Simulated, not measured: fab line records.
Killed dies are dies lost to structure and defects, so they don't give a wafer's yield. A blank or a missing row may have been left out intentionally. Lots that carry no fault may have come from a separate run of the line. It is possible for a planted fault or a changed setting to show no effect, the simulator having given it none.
Split-lot study    flow n5 finfet    21 wafers read across 7 lots, on a route 1938 steps long

## THE SPLIT
At N5_BEOL_M7_EXPOSE_08 (exposes mask M7), the setting dose mj was moved away from the recipe's 68.25 on 4 of the 21 wafers read, by -4.0% to +4.8%. The other wafers ran this setting at the recipe's value.

## FROM THE SPLIT TO THE READING: what the file shows between them, 2 steps
- N5_BEOL_M7_PEB_09: peb time 60 s
- N5_BEOL_M7_DEVELOP_10: develop time 30 s

## THE READING
cd nm (nm) at N5_BEOL_M7_CD_MEAS_11, where the cd target is 38.5 nm. A value of 38.0 nm with a standard deviation of 0.58 nm is what fault-free wafers of this fab line usually give.

wafer   tool, chamber at the split  dose mj as run  against the recipe  cd nm, nm  against lot-mates on the recipe
L082.2  arfi scanner-03, 0          68.25           recipe              37.5       -
L082.3  arfi scanner-03, 0          68.25           recipe              37.5       -
L082.5  arfi scanner-03, 0          65.54           -4.0%               35.5       -2.0
L083.4  arfi scanner-03, 0          68.25           recipe              37.7       -
L083.5  arfi scanner-03, 0          68.25           recipe              38.3       -
L083.6  arfi scanner-03, 0          68.25           recipe              38.1       -
L084.2  arfi scanner-02, 0          69.65           +2.1%               38.8       +1.8
L084.4  arfi scanner-02, 0          69.65           +2.1%               38.1       +1.1
L084.5  arfi scanner-02, 0          68.25           recipe              37.0       -
L085.2  arfi scanner-01, 0          68.25           recipe              38.8       -
L085.3  arfi scanner-01, 0          68.25           recipe              38.1       -
L085.5  arfi scanner-01, 0          71.56           +4.8%               40.5       +2.0
L088.1  arfi scanner-01, 0          68.25           recipe              37.8       -
L088.2  arfi scanner-01, 0          68.25           recipe              38.4       -
L088.5  arfi scanner-01, 0          68.25           recipe              39.1       -
L093.1  arfi scanner-01, 0          68.25           recipe              37.1       -
L093.3  arfi scanner-01, 0          68.25           recipe              37.5       -
L093.4  arfi scanner-01, 0          68.25           recipe              37.6       -
L096.1  arfi scanner-03, 0          68.25           recipe              37.8       -
L096.3  arfi scanner-03, 0          68.25           recipe              38.1       -
L096.4  arfi scanner-03, 0          68.25           recipe              38.5       -

FIT RESULTS
A straight line over all 21 wafers: cd nm changes by +0.515 nm for each +1% of dose mj; r = +0.82; the points scatter about the line by 0.57 nm.
The same after taking each lot's own level away (the mean of its wafers on the recipe; 21 wafers): +0.497 nm for each +1%; r = +0.91; scatter 0.36 nm.
According to that fit, moving dose mj by its largest amount changes the reading by 2.4 nm.
The lots' own levels span 37.00 to 38.45 nm, that is 2.5 times the standard deviation above.
The two slopes agree, so the slope changes little with the lot-to-lot level.
Check: for one of the wafers moved furthest among these (+4.8%), held out of the fit, the line's prediction against its lot-mates is +2.83 nm. Against them it came out at +2.05 nm.

## FURTHER SPLITS ON THESE WAFERS
Other splits were also applied to these wafers ahead of the reading. Each is held against what the fit with the lots' levels taken away leaves over:
other split on the same wafers     wafers away from the commonest value  r with cd nm (lot level and that fit taken away)
N5_BEOL_M5_ETCH_41 source w        7                                     -0.05
N5_BEOL_M6_ILD_DEP_00 time s       6                                     +0.02
N5_BEOL_M6_HM_DEP_02 target thk a  4                                     +0.32

## THE WHOLE CHAIN: every reading that the file lists as answering this split, in the file's order
step                   what it does                                            reading                                                                change (the file's fit)                r (the file's)
N5_BEOL_M7_CD_MEAS_11  target cd 38.5 nm                                       cd nm                                                                  +0.486 nm for each +1% of the setting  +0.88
N5_BEOL_M7_ETCH_61     etches SiARC in CF4, target depth 45.5 nm, time 75.8 s  BEOL_M7.cd offset nm (the simulator's own value, which no gauge read)  +0.463 nm for each +1% of the setting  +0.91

## FILE'S OWN FIT
cd nm changes by +0.486 nm for each +1% of dose mj, r = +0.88.
